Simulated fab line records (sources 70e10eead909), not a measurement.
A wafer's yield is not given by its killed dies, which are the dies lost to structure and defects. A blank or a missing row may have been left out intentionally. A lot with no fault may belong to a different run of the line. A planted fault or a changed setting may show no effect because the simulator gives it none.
A lot that was struck, set against a sound lot | flow nand-harc | 13 steps out of a route of 1159
Sound: these wafers, L919.3, L919.4, L919.6. Struck: wafer L927.3 (left out: L927.2, L927.5 of the same lot, which were not struck); the cause appears at the end.
Order at every step that has rows: each side's tool, ch and its chambers, its first start. Under that, the readings that differ: sound wafers | struck wafers | difference of the means | sigmas: that difference in standard deviations of wafers without a fault.
alike: readings whose means differ by less than 2 such deviations, and words and numbers that are the same on both sides. not compared: withheld readings, readings that some wafer has no value for, bounds like >300 that may hide the same value, and numbers for which the record gives no deviation and whose values overlap.
A row with sigmas, a row that says differs or no value, or rows on one side alone: a step with any of these is where the two part. Non-overlapping numbers with no deviation appear without sigmas and do not part them. A reading missing from all wafers of one side parts the sides only when that side holds two or more wafers.

NHARC_A_SOURCE_PLATE_THK_MEAS_06: measures by ellipsometry.
  sound on film-metro-01 at day 9 18:11; struck on film-metro-02 at day 11 11:34
  alike: thk-nm
NHARC_A_SOURCE_PLATE_INSPECT_08:
  sound on defect-inspect-01 at day 9 18:15; struck on defect-inspect-02 at day 11 11:37
  alike: raw-defect-count
then, no rows for these wafers at 1 step: NHARC_A_ONON_D1_DEP_00 (target thk 1000 nm).
NHARC_A_ONON_D1_THK_MEAS_02: measures by ellipsometry.
  sound on film-metro-02 at day 9 18:49; struck on film-metro-01 at day 11 12:12
  alike: thk-nm
then, no rows for these wafers at 1 step: NHARC_A_ONON_D1_DEP_03 (target thk 1000 nm).
NHARC_A_ONON_D1_THK_MEAS_05: measures by ellipsometry.
  sound on film-metro-01 at day 9 19:32; struck on film-metro-01 at day 11 12:46
  alike: thk-nm
then, no rows for these wafers at 1 step: NHARC_A_ONON_D1_DEP_06 (target thk 1000 nm).
NHARC_A_ONON_D1_THK_MEAS_08: measures by ellipsometry.
  sound on film-metro-02 at day 9 20:06; struck on film-metro-02 at day 11 13:21
  alike: thk-nm
then, no rows for these wafers at 1 step: NHARC_A_ONON_D1_DEP_09 (target thk 1000 nm).
NHARC_A_ONON_D1_THK_MEAS_11: measures by ellipsometry.
  sound on film-metro-02 at day 9 20:40; struck on film-metro-02 at day 11 13:55
  alike: thk-nm
NHARC_A_ONON_D1_DEP_12: target thk 1000 nm.
  sound on pecvd-onon-03 ch 0, day 9 20:52; struck on pecvd-onon-02 ch 0, day 11 14:02
NHARC_A_ONON_D1_THK_MEAS_14: measures by ellipsometry.
  sound on film-metro-02 at day 9 21:16; struck on film-metro-02 at day 11 14:41
  reading     | sound       | struck | difference | sigmas
  thk-nm (nm) | 998 997 999 | 1626   | +628       | +57
  not compared: hold
-- record jumps: 13 days between struck wafers' starts before vs after; left off in module A_ONON_D1, resumes in module END, first step shown is number 1159 of the route --
NHARC_END_SORT_01:
  sound on prober-01 ch 0, day 21 18:50; struck on prober-01 ch 0, day 24 03:32
  reading             | sound    | struck                   | difference                   | sigmas
  hold                | - - -    | await-dispo/3.8h/release | no value on the sound wafers |
  killed-at-array     | 22 35 27 | 662                      | +634                         | +70
  killed-at-periphery | 1 3 3    | 14                       | +12                          | +4
  killed-dies         | 25 39 30 | 677                      | +646                         | +70
  killed-short        | 0 1 0    | 4                        | +4                           | +3
  alike: killed-at-other, killed-open

== WHERE THEY PART ==
First at NHARC_A_ONON_D1_THK_MEAS_14; last, within this record, at NHARC_END_SORT_01.

WHY: what had been put in by the simulator
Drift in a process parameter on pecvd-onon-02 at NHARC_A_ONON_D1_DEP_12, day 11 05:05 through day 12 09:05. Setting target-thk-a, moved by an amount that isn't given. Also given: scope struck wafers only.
